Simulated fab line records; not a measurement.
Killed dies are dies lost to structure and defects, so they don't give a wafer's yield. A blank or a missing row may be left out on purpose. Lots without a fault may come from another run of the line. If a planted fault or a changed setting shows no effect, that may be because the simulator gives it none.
Which tool did it? :: flow n5 finfet :: 36 wafers from 12 lots sampled at 4 of the route's 1938 steps

WHAT THE GAUGES SHOWED, per wafer
N5_BEOL_M2_RS_MEAS_58: uses a four-point probe to measure.
lot: L075
measured: day 7 10:59
on: film metro-01
M2_RS (ohm/sq): 0.61 0.63 0.60

lot: L077
measured: day 7 13:03
on: film metro-02
M2_RS (ohm/sq): 0.65 0.70 0.71

lot: L079
measured: day 8 04:32
on: film metro-02
M2_RS (ohm/sq): 0.69 0.71 0.74

lot: L081
measured: day 8 21:30
on: film metro-01
M2_RS (ohm/sq): 0.71 0.70 0.71

lot: L083
measured: day 9 04:13
on: film metro-02
M2_RS (ohm/sq): 0.62 0.68 0.63

lot: L085
measured: day 9 09:07
on: film metro-01
M2_RS (ohm/sq): 0.69 0.66 0.74

lot: L089
measured: day 10 19:47
on: film metro-02
M2_RS (ohm/sq): 0.65 0.66 0.67

lot: L088
measured: day 10 21:52
on: film metro-01
M2_RS (ohm/sq): 0.67 0.71 0.65

lot: L091
measured: day 11 00:58
on: film metro-02
M2_RS (ohm/sq): 0.66 0.69 0.69

lot: L093
measured: day 12 00:01
on: film metro-01
M2_RS (ohm/sq): 0.68 0.63 0.67

lot: L096
measured: day 12 21:19
on: film metro-01
M2_RS (ohm/sq): 0.66 0.64 0.67

lot: L095
measured: day 14 02:31
on: film metro-01
M2_RS (ohm/sq): 0.64 0.67 0.66

EACH LOT AND THE TOOL THAT RAN IT (in order: tool; ch and the chambers of the sampled wafers; start)
lot: L075
N5_BEOL_M2_PRE_CLEAN_45: pvd sputter-01, day 7 06:40
N5_BEOL_M2_ANNEAL_87: pvd sputter-03, day 7 07:59
N5_BEOL_M2_SPUTTER_88: pvd sputter-03, day 7 08:07

lot: L077
N5_BEOL_M2_PRE_CLEAN_45: pvd sputter-03, day 7 06:47
N5_BEOL_M2_ANNEAL_87: pvd sputter-02, day 7 09:46
N5_BEOL_M2_SPUTTER_88: pvd sputter-02, day 7 09:54

lot: L079
N5_BEOL_M2_PRE_CLEAN_45: pvd sputter-01, day 7 19:29
N5_BEOL_M2_ANNEAL_87: pvd sputter-02, day 7 20:44
N5_BEOL_M2_SPUTTER_88: pvd sputter-02, day 7 20:53

lot: L081
N5_BEOL_M2_PRE_CLEAN_45: pvd sputter-03, day 8 17:55
N5_BEOL_M2_ANNEAL_87: pvd sputter-02, day 8 19:26
N5_BEOL_M2_SPUTTER_88: pvd sputter-02, day 8 19:34

lot: L083
N5_BEOL_M2_PRE_CLEAN_45: pvd sputter-02, day 8 22:58
N5_BEOL_M2_ANNEAL_87: pvd sputter-03, day 9 02:09
N5_BEOL_M2_SPUTTER_88: pvd sputter-03, day 9 02:17

lot: L085
N5_BEOL_M2_PRE_CLEAN_45: pvd sputter-03, day 9 05:43
N5_BEOL_M2_ANNEAL_87: pvd sputter-02, day 9 07:02
N5_BEOL_M2_SPUTTER_88: pvd sputter-02, day 9 07:11

lot: L089
N5_BEOL_M2_PRE_CLEAN_45: pvd sputter-03, day 10 16:17
N5_BEOL_M2_ANNEAL_87: pvd sputter-01, day 10 17:43
N5_BEOL_M2_SPUTTER_88: pvd sputter-01, day 10 17:51

lot: L088
N5_BEOL_M2_PRE_CLEAN_45: pvd sputter-01, day 10 16:47
N5_BEOL_M2_ANNEAL_87: pvd sputter-02, day 10 19:29
N5_BEOL_M2_SPUTTER_88: pvd sputter-02, day 10 19:38

lot: L091
N5_BEOL_M2_PRE_CLEAN_45: pvd sputter-02, day 10 21:13
N5_BEOL_M2_ANNEAL_87: pvd sputter-01, day 10 22:50
N5_BEOL_M2_SPUTTER_88: pvd sputter-01, day 10 22:59

lot: L093
N5_BEOL_M2_PRE_CLEAN_45: pvd sputter-01, day 11 20:34
N5_BEOL_M2_ANNEAL_87: pvd sputter-03, day 11 21:56
N5_BEOL_M2_SPUTTER_88: pvd sputter-03, day 11 22:05

lot: L096
N5_BEOL_M2_PRE_CLEAN_45: pvd sputter-01, day 12 18:00
N5_BEOL_M2_ANNEAL_87: pvd sputter-03, day 12 19:15
N5_BEOL_M2_SPUTTER_88: pvd sputter-03, day 12 19:23

lot: L095
N5_BEOL_M2_PRE_CLEAN_45: pvd sputter-02, day 13 22:47
N5_BEOL_M2_ANNEAL_87: pvd sputter-02, day 14 00:25
N5_BEOL_M2_SPUTTER_88: pvd sputter-02, day 14 00:34
- N5_BEOL_M2_PRE_CLEAN_45: time 30 s.
- N5_BEOL_M2_ANNEAL_87: time 240 s.
- N5_BEOL_M2_SPUTTER_88: material Cu, target thk 4.5 nm, time 8.29 s.

THE ANSWER, worked out from the rows above alone
Rule: usual is defined by the lots themselves. The widest of any qualifying gaps counts: lots, ordered by their means at a reading, are off when they make up no more than a third of the lots, leave a main group of 4 or more, and stand apart from it by 3 or more times the standard deviation of that group's means. The tables above print the reading to a certain number of digits; a main group whose means all agree to those digits is not used. Also off: a lot with no number at a reading for which 4 or more lots have one. All remaining lots with rows at the step are treated as sound.
No lot is off at any reading shown: from this, nothing can be told.

WHAT HAD BEEN PUT IN BY THE SIMULATOR
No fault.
